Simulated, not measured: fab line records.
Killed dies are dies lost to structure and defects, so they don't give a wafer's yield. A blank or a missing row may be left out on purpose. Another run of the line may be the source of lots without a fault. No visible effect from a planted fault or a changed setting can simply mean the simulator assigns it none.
Comparing a struck lot with a sound one | flow nand harc | 18 steps out of a route of 1159
Sound: the wafers L390.1, L390.2, L390.3. The struck wafers were L398.1, L398.2, L398.6. The cause comes at the end.
For every step that has rows: the tool of each side, followed by ch and its chambers, followed by its first start. Under that, the readings that differ: sound wafers | struck wafers | difference of the means | sigmas: that difference in standard deviations of wafers without a fault.
alike: a reading whose means differ by less than 2 such deviations, as well as words and numbers matching on both sides. not compared: withheld readings; readings where some wafer has no value; bounds like >300 that might hide an equal value; numbers whose values overlap and for which the record gives no deviation.
A row with sigmas, a row that says differs or no value, or rows on one side alone: a step with any of these is where the two part. When numbers do not overlap yet have no deviation, they are printed without sigmas and do not part them. A reading that every wafer of one side lacks parts them only if that side has two wafers or more.

NHARC_P_GATE_ALD_36: deposits SiNx, target thk 20 nm, pulse time 60 s, ald cycles 223.
  sound on ald sin-01 ch 0,2,3, day 6 10:04; struck on ald sin-01 ch 0,1,3, day 8 15:02
  alike: heater power w, precursor pulse height rel
NHARC_P_GATE_ETCHBACK_37: etches the open film in CHF3/O2, target depth 34.5 nm, time 17.2 s.
  sound: rie diel-02 ch 1,2,3; struck: rie diel-02 ch 1,2,3
  reading               | sound          | struck         | difference | sigmas
  oes product au (a.u.) | 0.99 1.00 1.01 | 0.92 0.92 0.93 | -0.08      | -2
  alike: drypump motor current A, rf fwd power W, rf vpp V, showerhead plenum p Torr, throttle valve pct
  not compared: rf hours counter h
NHARC_P_GATE_STRIP_101: strips in O2, time 20 s.
  sound on rie diel-02 ch 1,2,3, day 6 19:39; struck on rie diel-02 ch 2,3, day 8 23:43
  alike: drypump motor current A, oes product au, rf vpp V, showerhead plenum p Torr, throttle valve pct
  not compared: rf hours counter h
then, 9 steps without rows for these wafers: NHARC_P_GATE_PRECLEAN_97 (cleans in SPM, time 600 s); NHARC_P_GATE_SRD_98; NHARC_P_GATE_PRECLEAN_99 (cleans in SC1); NHARC_P_GATE_SRD_100; NHARC_P_GATE_DEHYDRATE_38 (time 120 s); NHARC_P_GATE_HMDS_39 (time 30 s); NHARC_P_GATE_COAT_40; NHARC_P_GATE_SOFTBAKE_41 (time 95 s); NHARC_P_GATE_EBR_42.
NHARC_P_GATE_EXPOSE_43: exposes mask P NSD, target cd 720 nm.
  sound on krf scanner-04 ch 0, day 6 20:17; struck on krf scanner-01 ch 0, day 9 00:22
  reading | sound                   | struck                     | difference | sigmas
  mask    | P_NSD#0 P_NSD#0 P_NSD#0 | P_HVPW#0 P_HVPW#0 P_HVPW#0 | differs    |
then, 2 steps without rows for these wafers: NHARC_P_GATE_PEB_44 (peb time 85 s); NHARC_P_GATE_DEVELOP_45 (time 70 s).
NHARC_P_GATE_CD_MEAS_46: target cd 720 nm.
  sound on cd sem-01 ch 0, day 6 20:26; struck on cd sem-02 ch 0, day 9 00:31
  reading    | sound             | struck | difference                    | sigmas
  cd nm (nm) | 718.0 719.7 720.5 | - - -  | no value on the struck wafers |
then, 1 step without rows for these wafers: NHARC_P_GATE_HARDBAKE_47 (time 80 s).
-- the record jumps here: 14 days lie between the struck wafers' starts before and after (it left off in module P_GATE and takes up again in module END, whose first step shown is number 1159 of the route) --
NHARC_END_SORT_01:
  at this point the record logs the struck wafers (prober-02 ch 0, day 22 15:27) and has no rows for the sound ones

## WHERE THEY PART
Last at NHARC_END_SORT_01 as far as this record goes, first at NHARC_P_GATE_ETCHBACK_37.

WHY: the cause the simulator had injected
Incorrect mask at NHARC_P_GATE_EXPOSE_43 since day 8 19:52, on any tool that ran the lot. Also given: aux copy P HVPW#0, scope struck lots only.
